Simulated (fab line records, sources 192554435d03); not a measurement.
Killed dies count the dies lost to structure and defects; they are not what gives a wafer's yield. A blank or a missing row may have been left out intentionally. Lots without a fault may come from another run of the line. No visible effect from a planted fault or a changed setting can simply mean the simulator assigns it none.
fab line records	flow n5-finfet
record lots=11	wafers=31	last-day=18
route steps=1938 shown BEOL_M13@1674 PASSIVATION@1936
lots that met no fault: taken from a fault-free run of the same line
start-h: hours from the record's first day to the start of the lot's first wafer shown	wait-h: hours elapsed since this lot's preceding step	" the same as in the row above	L1.1+2: a row that stands for several wafers	- either no value or no given start	* or withheld: withheld	< > ~ a bound
route shown NAME@n: names a module that has steps shown in the file, with the first one's number in the route	usual: mean/standard deviation of fault-free wafers	same: alike in all rows	chamber/n: place in a boat	sites: readings site by site	_std_site: their standard deviation	_edge_site: mean of outer sites minus mean of inner sites	radius-mm: for every site, how far away it sits from the centre of the wafer	mask NAME#n: copy n	behind: the tool/chamber that last shaped the wafer	hold: why the lot went on hold/how many hours it stayed there/how the hold came to an end	device: the transistor (n, p or np) that didn't switch	end of line: the route-end tests of the same wafers	where a step has no rows: the recipe by itself	killed: the dies lost at the first sort to structure and to defects; this is not the yield of the wafer	map: a wafer's dies, x killed, . not, _ none there
set.NAME: the run value of the setting; set.NAME@STEP: its run value at that earlier step	model.NAME: the simulator's own value behind a step, which no gauge read
the route's steps for a sample of lots (tables are steps, rows are wafers)
services: a tool's chamber out of use, with start hour (start-h, from the record's first day; less than 0 if before it), hours out, and reason
## steps
# step N5_BEOL_M13_VIA_ETCH_16
# recipe chemistry=C4F8/O2/Ar	target=SiOC	pressure-mtorr=30	source-w=3000	bias-w=700	Ar_flow_sccm=400	C4F8_flow_sccm=15	O2_flow_sccm=8	he-inner-torr=15	he-outer-torr=30	target-depth-a=9217	time-s=withheld	ion-energy-ev=250	ends=cleared
# usual C4F8_flow_sccm=15.00/0.041	drypump-motor-current-A=5.7/0.31	mfc-ar-sccm=400.1/1.2	oes-product-au=0.73/0.085	rf-vpp-V=666.1/1.9	showerhead-plenum-p-Torr=3.44/0.068	throttle-valve-pct=24.11/0.17
lot.wafer	tool	chamber	start-h	wait-h	C4F8_flow_sccm	drypump-motor-current-A	mfc-ar-sccm	oes-product-au	rf-vpp-V	showerhead-plenum-p-Torr	throttle-valve-pct
L896.2	rie-diel-05	3	245.95	0.0	15.00	5.6	399.6	0.62	664.2	3.37	24.38
L896.4	"	0	"	"	14.97	6.0	400.9	0.66	667.8	3.57	24.21
L896.5	"	3	"	"	15.00	5.6	401.4	0.61	664.3	3.37	24.39
L897.2	rie-diel-01	1	276.41	0.0	15.00	5.9	400.2	0.86	667.1	3.47	24.16
L897.5	"	1	"	"	15.03	5.9	399.5	0.86	668.0	3.47	24.16
L897.6	"	0	"	"	14.97	6.1	401.3	0.76	666.7	3.44	24.07
L898.2	rie-diel-01	3	276.95	0.0	15.06	5.8	399.8	0.65	666.2	3.51	23.95
L898.4	"	0	"	"	15.07	6.1	401.4	0.76	667.7	3.44	24.06
L898.6	"	3	"	"	15.01	5.8	401.5	0.64	667.2	3.51	23.96
L902.1	rie-diel-05	2	301.83	0.0	15.00	5.6	403.0	0.72	665.9	3.46	24.28
L902.3	"	1	"	"	15.05	5.3	399.4	0.70	666.9	3.39	23.78
L902.4	"	2	"	"	14.98	5.6	400.3	0.73	666.8	3.46	24.27
L905.1	rie-diel-01	1	307.47	0.0	15.01	5.9	400.7	0.84	665.5	3.46	24.18
L905.2	"	2	"	"	14.97	5.3	400.8	0.86	664.6	3.37	23.95
L905.4	"	3	"	"	15.07	5.8	397.7	0.65	667.9	3.50	23.98
L903.3	rie-diel-01	3	312.87	0.0	15.06	5.7	401.1	0.64	666.2	3.50	23.98
L903.4	"	0	"	"	15.04	6.1	398.5	0.74	666.7	3.43	24.08
L903.6	"	1	"	"	14.98	5.9	401.0	0.83	667.5	3.46	24.16
L906.1	rie-diel-01	0	317.55	0.0	15.00	6.1	400.5	0.73	666.5	3.43	24.07
L906.3	"	3	"	"	15.02	5.8	399.5	0.64	668.5	3.50	23.99
L908.1	rie-diel-06	0	331.55	0.0	14.99	5.8	400.8	0.63	668.9	3.51	24.29
L908.2	"	3	"	"	14.99	5.3	399.0	0.71	662.1	3.30	24.24
L908.3	"	1	"	"	14.93	5.3	399.8	0.78	666.5	3.50	23.99
L909.1	rie-diel-05	2	333.46	0.0	14.97	5.6	399.7	0.72	665.0	3.45	24.29
L909.2	"	3	"	"	15.06	5.5	398.9	0.84	665.3	3.35	24.09
L909.3	"	0	"	"	14.95	6.0	399.3	0.64	668.1	3.55	24.25
L915.1	rie-diel-01	1	377.69	0.0	14.98	6.0	400.4	0.78	667.6	3.45	24.22
L915.4	"	2	"	"	14.96	5.3	399.7	0.80	663.0	3.35	23.99
L915.6	"	1	"	"	14.97	6.0	400.6	0.78	667.4	3.45	24.22
L916.1	rie-diel-05	2	396.08	0.0	15.06	5.6	400.2	0.70	666.7	3.44	24.31
L916.4	"	0	"	"	15.02	6.0	401.7	0.63	669.0	3.54	24.27
# step N5_BEOL_M13_CD_MEAS_17
# recipe target-cd-nm=190	polarity=opening
# usual cd-nm=189.6/1.8
lot.wafer	tool	chamber	start-h	wait-h	cd-nm
L896.2	cd-sem-03	-	246.48	0.0	189.5
L896.4	"	-	"	"	188.6
L896.5	"	-	"	"	189.0
L897.2	cd-sem-03	-	276.85	0.0	191.8
L897.5	"	-	"	"	192.5
L897.6	"	-	"	"	190.0
L898.2	cd-sem-02	-	277.42	0.0	190.0
L898.4	"	-	"	"	188.1
L898.6	"	-	"	"	191.1
L902.1	cd-sem-01	-	302.28	0.0	190.5
L902.3	"	-	"	"	188.3
L902.4	"	-	"	"	192.5
L905.1	cd-sem-03	-	307.91	0.0	188.3
L905.2	"	-	"	"	186.0
L905.4	"	-	"	"	188.3
L903.3	cd-sem-01	-	313.31	0.0	188.7
L903.4	"	-	"	"	188.2
L903.6	"	-	"	"	187.0
L906.1	cd-sem-01	-	318.00	0.0	185.0
L906.3	"	-	"	"	185.8
L908.1	cd-sem-02	-	331.99	0.0	188.6
L908.2	"	-	"	"	189.1
L908.3	"	-	"	"	188.5
L909.1	cd-sem-02	-	333.90	0.0	190.2
L909.2	"	-	"	"	188.7
L909.3	"	-	"	"	190.7
L915.1	cd-sem-01	-	378.14	0.0	187.8
L915.4	"	-	"	"	186.0
L915.6	"	-	"	"	187.5
L916.1	cd-sem-01	-	396.52	0.0	189.8
L916.4	"	-	"	"	189.0
# step N5_BEOL_M13_PEB_26
# recipe peb-temp-c=130	peb-time-s=90
# usual chill-plate-temp-C=23.00/0.1	exhaust-pa=45.1/0.94
lot.wafer	tool	chamber	start-h	wait-h	chill-plate-temp-C	exhaust-pa
L896.2	litho-track-03	0	246.82	0.0	23.03	46.0
L896.4	"	0	"	"	23.02	45.2
L896.5	"	0	"	"	23.06	46.6
L897.2	litho-track-02	0	277.07	0.0	22.91	46.1
L897.5	"	0	"	"	22.70	45.3
L897.6	"	0	"	"	22.79	46.0
L898.2	litho-track-02	0	277.76	0.0	23.10	46.3
L898.4	"	0	"	"	22.88	45.7
L898.6	"	0	"	"	22.92	45.4
L902.1	litho-track-01	0	302.49	0.1	22.99	45.0
L902.3	"	0	"	"	23.09	46.3
L902.4	"	0	"	"	22.87	45.8
L905.1	litho-track-02	0	308.12	0.1	23.00	44.9
L905.2	"	0	"	"	23.11	43.2
L905.4	"	0	"	"	23.09	45.3
L903.3	litho-track-01	0	313.54	0.0	22.82	44.2
L903.4	"	0	"	"	22.98	44.9
L903.6	"	0	"	"	22.90	44.6
L906.1	litho-track-01	0	318.21	0.1	22.88	45.0
L906.3	"	0	"	"	23.13	45.4
L908.1	litho-track-01	0	332.21	0.1	23.13	44.4
L908.2	"	0	"	"	22.94	45.3
L908.3	"	0	"	"	23.11	46.7
L909.1	litho-track-01	0	334.24	0.1	23.02	45.3
L909.2	"	0	"	"	23.06	44.9
L909.3	"	0	"	"	22.99	45.0
L915.1	litho-track-02	0	378.47	0.1	23.07	45.6
L915.4	"	0	"	"	23.08	46.1
L915.6	"	0	"	"	23.22	45.7
L916.1	litho-track-02	0	396.74	0.1	22.87	44.1
L916.4	"	0	"	"	22.98	43.2
# step N5_BEOL_M13_CD_MEAS_28
# recipe target-cd-nm=209.5	landing-energy-ev=500	detector=se-inlens
# usual cd-nm=208.6/1.2
# same landing-energy-ev=500
lot.wafer	tool	chamber	start-h	wait-h	cd-nm
L896.2	cd-sem-03	0	246.93	-	206.8
L896.4	"	0	"	"	207.9
L896.5	"	0	"	"	208.8
L897.2	cd-sem-01	0	277.18	-	209.1
L897.5	"	0	"	"	207.4
L897.6	"	0	"	"	207.9
L898.2	cd-sem-01	0	277.87	-	207.1
L898.4	"	0	"	"	210.6
L898.6	"	0	"	"	208.7
L902.1	cd-sem-01	0	302.60	-	208.0
L902.3	"	0	"	"	206.5
L902.4	"	0	"	"	207.6
L905.1	cd-sem-01	0	308.24	-	207.7
L905.2	"	0	"	"	208.6
L905.4	"	0	"	"	209.8
L903.3	cd-sem-01	0	313.66	-	208.3
L903.4	"	0	"	"	209.5
L903.6	"	0	"	"	208.4
L906.1	cd-sem-03	0	318.32	-	210.2
L906.3	"	0	"	"	209.4
L908.1	cd-sem-03	0	332.32	-	214.4
L908.2	"	0	"	"	214.4
L908.3	"	0	"	"	212.9
L909.1	cd-sem-03	0	334.36	-	214.1
L909.2	"	0	"	"	215.4
L909.3	"	0	"	"	213.3
L915.1	cd-sem-03	0	378.59	-	209.6
L915.4	"	0	"	"	207.6
L915.6	"	0	"	"	209.7
L916.1	cd-sem-03	0	396.85	-	209.6
L916.4	"	0	"	"	209.1
# step N5_BEOL_M13_INSPECT_30
# recipe mode=adi	inspect-instrument=macro
# usual raw-defect-count=1.9/1.4
lot.wafer	tool	chamber	start-h	wait-h	raw-defect-count
L896.2	defect-inspect-02	-	246.99	0.0	3
L896.4	"	-	"	"	2
L896.5	"	-	"	"	4
L897.2	defect-inspect-01	-	277.23	0.0	1
L897.5	"	-	"	"	2
L897.6	"	-	"	"	2
L898.2	defect-inspect-01	-	277.93	0.0	2
L898.4	"	-	"	"	3
L898.6	"	-	"	"	4
L902.1	defect-inspect-02	-	302.66	0.0	4
L902.3	"	-	"	"	3
L902.4	"	-	"	"	0
L905.1	defect-inspect-02	-	308.29	0.0	1
L905.2	"	-	"	"	3
L905.4	"	-	"	"	2
L903.3	defect-inspect-01	-	313.71	0.0	0
L903.4	"	-	"	"	4
L903.6	"	-	"	"	2
L906.1	defect-inspect-01	-	318.38	0.0	1
L906.3	"	-	"	"	2
L908.1	defect-inspect-01	-	332.37	0.0	2
L908.2	"	-	"	"	2
L908.3	"	-	"	"	0
L909.1	defect-inspect-02	-	334.41	0.0	1
L909.2	"	-	"	"	3
L909.3	"	-	"	"	2
L915.1	defect-inspect-01	-	378.64	0.0	1
L915.4	"	-	"	"	2
L915.6	"	-	"	"	3
L916.1	defect-inspect-02	-	396.90	0.0	2
L916.4	"	-	"	"	3
# step N5_PASSIVATION_PROBE_49
# usual defect-limited-yield=91.7/1.7	killed_at_M0_to_M3=34/10	killed_at_M4_up=13/5.1	killed-at-contacts=12/6.2	killed-at-front-end=36/12	killed-at-other=3.2/2.6	killed-dies=98/20	killed-open=65/13	killed-short=32/8.4	sort_bin_5_function=4.8/1.1	sort_bin_6_memory=3.2/0.74	sort-n-pass=1082/20	sort-yield-pct=91.7/1.7
# same gross-dies=1180	killed-at-back-side=0	sort_bin_4_leakage[%]=0	sort_bin_8_speed[%]=0
lot.wafer	tool	chamber	start-h	wait-h	defect-limited-yield[%]	killed_at_M0_to_M3	killed_at_M4_up	killed-at-contacts	killed-at-front-end	killed-at-other	killed-dies	killed-open	killed-short	sort_bin_5_function[%]	sort_bin_6_memory[%]	sort-n-pass	sort-yield-pct[%]
L908.1	prober-01	-	362.68	0.0	92.5	28	8	10	38	5	89	56	31	4.7	2.5	1091	92.5
L908.2	prober-01	-	362.73	0.1	92.7	50	4	8	22	2	86	63	23	4.2	3.1	1094	92.7
L908.3	prober-01	-	362.78	0.1	92.4	32	17	8	26	7	90	58	32	4.7	2.7	1090	92.4
# killed by level:class
L908.1 MOL_CONTACT_COAG:geometric-particle:open=9 DUMMY_GATE:geometric-particle:open=7 FIN_SAQP:geometric-particle:short=6 BEOL_M0_SAQP:geometric-particle:short=6 FIN_SAQP:geometric-particle:open=5 STI_FIN_REVEAL:geometric-particle:open=5 BEOL_M1:geometric-particle:open=5 BEOL_M2:geometric-particle:open=5
L908.2 BEOL_M0_SAQP:geometric-particle:open=19 BEOL_M0_SAQP:geometric-particle:short=9 BEOL_M3:geometric-particle:open=8 BEOL_M2:geometric-particle:open=7 MOL_CONTACT_COAG:geometric-particle:open=6 DUMMY_GATE:geometric-particle:open=5 FIN_SAQP:geometric-particle:open=4 BEOL_M3:geometric-particle:short=4
L908.3 BEOL_M0_SAQP:geometric-particle:open=12 BEOL_M0_SAQP:geometric-particle:short=12 BEOL_M4:geometric-particle:open=9 MOL_CONTACT_COAG:geometric-particle:open=7 STI_FIN_REVEAL:geometric-particle:open=5 FIN_SAQP:geometric-particle:short=4 BEOL_M8:geometric-particle:open=4 DUMMY_GATE:geometric-particle:open=3
## services
tool	chamber	start-h	hours	kind
rie-diel-01	1	239.29	-	clean
rie-diel-01	1	239.29	-	consumable-replace:focus-ring
rie-diel-01	1	239.29	17.8	scheduled-down
rie-diel-01	1	239.29	17.8	vent-cycle
rie-diel-01	2	257.19	-	clean
rie-diel-01	2	257.19	-	consumable-replace:focus-ring
rie-diel-01	2	257.19	19.0	scheduled-down
rie-diel-01	2	257.19	19.0	vent-cycle
rie-diel-06	0	274.36	3.1	repair
rie-diel-06	3	294.02	4.3	repair
rie-diel-05	3	300.48	-	clean
rie-diel-05	3	300.48	-	consumable-replace:focus-ring
rie-diel-05	3	300.48	12.2	scheduled-down
rie-diel-05	3	300.48	12.2	vent-cycle
rie-diel-01	3	329.15	-	clean
rie-diel-01	3	329.15	-	consumable-replace:focus-ring
rie-diel-01	3	329.15	21.2	scheduled-down
rie-diel-01	3	329.15	21.2	vent-cycle
rie-diel-06	-	331.77	14.6	pm
rie-diel-06	2	387.27	-	clean
rie-diel-06	2	387.27	-	consumable-replace:focus-ring
rie-diel-06	2	387.27	21.7	scheduled-down
rie-diel-06	2	387.27	21.7	vent-cycle
## key
first-sign step=N5_BEOL_M13_CD_MEAS_28	reading=cd-nm	direction=up	sigmas=4.5	usual=208.6	struck=214.1
effect none on later readings
met-at N5_BEOL_M13_PEB_26
struck-lots L908,L909
not-acting-at N5_BEOL_M13_VIA_ETCH_16,N5_BEOL_M13_CD_MEAS_17,N5_BEOL_M13_INSPECT_30
onset-between 318.21 332.21
fault kind=process-parameter-drift	tool=litho-track-01	chamber=-	onset-h=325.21	steps=N5_BEOL_M13_PEB_26	channel=peb-time-s	offset=*	shape=step	end-h=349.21	acts-in=*	stated=*
